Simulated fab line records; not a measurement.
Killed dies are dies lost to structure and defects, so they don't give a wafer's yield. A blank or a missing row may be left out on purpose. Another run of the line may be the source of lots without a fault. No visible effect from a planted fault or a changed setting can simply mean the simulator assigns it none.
Comparing a struck lot with a sound one || flow n5_finfet || 14 steps out of a route of 1938
Sound: wafers L369.1, L369.2, L369.3. Struck: wafers L377.2, L377.4 (left out: L377.3, a lot-mate that was not struck); the cause follows at the end.
Order at every step that has rows: each side's tool, ch and its chambers, its first start. Under that, the readings that differ: sound wafers || struck wafers || difference of the means || sigmas: that difference in standard deviations of wafers without a fault.
alike: a reading whose means differ by less than 2 such deviations, as well as words and numbers matching on both sides. not compared: withheld readings; readings where some wafer has no value; bounds like >300 that might hide an equal value; numbers whose values overlap and for which the record gives no deviation.
Wherever a step has rows on one side only, a row that says differs or no value, or a row with sigmas, the two part there. Numbers that have no deviation but don't overlap get no sigmas and don't part them. A reading missing from all wafers of one side parts the sides only when that side holds two or more wafers.

first, 8 steps without rows for these wafers: N5_BEOL_M5_COAT_66 (time 60 s, resist thk 12 nm); N5_BEOL_M5_COAT_74 (time 60 s, resist thk 5 nm); N5_BEOL_M5_COAT_22 (resist thk 30 nm); N5_BEOL_M5_EBR_24; N5_BEOL_M5_SOFTBAKE_23 (time 60 s); N5_BEOL_M5_EXPOSE_25 (exposes mask V4, defocus 10 nm); N5_BEOL_M5_PEB_26 (peb time 60 s); N5_BEOL_M5_DEVELOP_27 (develop time 30 s).
N5_BEOL_M5_CD_MEAS_28: target cd 30.6 nm, target cd y 20 nm.
  sound on cd_sem-03 ch 0, day 9 17:05; struck on cd_sem-02 ch 0, day 11 20:26
  alike: cd_nm
N5_BEOL_M5_OVL_MEAS_29:
  sound on overlay-01 ch 0, day 9 17:07; struck on overlay-01 ch 0, day 11 20:28
  alike: V4_OVL
N5_BEOL_M5_INSPECT_30: inspects for defects (brightfield).
  sound: defect_inspect-02 at day 9 17:11; struck: defect_inspect-01 at day 11 20:32
  alike: raw_defect_count
N5_BEOL_M5_DESCUM_33: chemistry O2, time 7 s.
  sound on rie_diel-05 ch 0,1,3, day 9 17:13; struck on rie_diel-05 ch 1,3, day 11 20:59
  alike: drypump_motor_current_A, oes_product_au, rf_fwd_power_W, rf_vpp_V, showerhead_plenum_p_Torr, throttle_valve_pct
  not compared: rf_hours_counter_h
N5_BEOL_M5_ETCH_75: etches underlayer in N2/H2, target depth 6.5 nm, time 5.2 s.
  sound on rie_diel-05 ch 0,1,3, day 9 17:15; struck on rie_diel-05 ch 1,3, day 11 21:01
{"reading": "etch_rf_on_time_s (s)", "sound": "5.14 5.22 5.12", "struck": "3.15 3.18", "difference": -2.00, "sigmas": -15}
{"reading": "oes_product_au (a.u.)", "sound": "0.63 0.78 0.69", "struck": "0.91 0.84", "difference": "+0.18", "sigmas": "+2"}
  alike: drypump_motor_current_A, rf_fwd_power_W, rf_vpp_V, showerhead_plenum_p_Torr, throttle_valve_pct
  not compared: rf_hours_counter_h
N5_BEOL_M5_ETCH_67: etches SiARC in CF4, target depth 15.6 nm, time 26 s.
  sound on rie_diel-05 ch 0,1,3, day 9 17:16; struck on rie_diel-05 ch 1,3, day 11 21:02
  alike: drypump_motor_current_A, etch_rf_on_time_s, oes_product_au, rf_fwd_power_W, rf_vpp_V, showerhead_plenum_p_Torr, throttle_valve_pct
  not compared: rf_hours_counter_h

## WHERE THEY PART
Within this record, at N5_BEOL_M5_ETCH_75 only. Later steps at which nothing parts them and some readings are alike: N5_BEOL_M5_ETCH_67.

WHY: the cause the simulator had injected
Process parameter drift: rie_diel-05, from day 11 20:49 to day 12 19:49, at N5_BEOL_M5_ETCH_75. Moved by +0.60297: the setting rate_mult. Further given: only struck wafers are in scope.
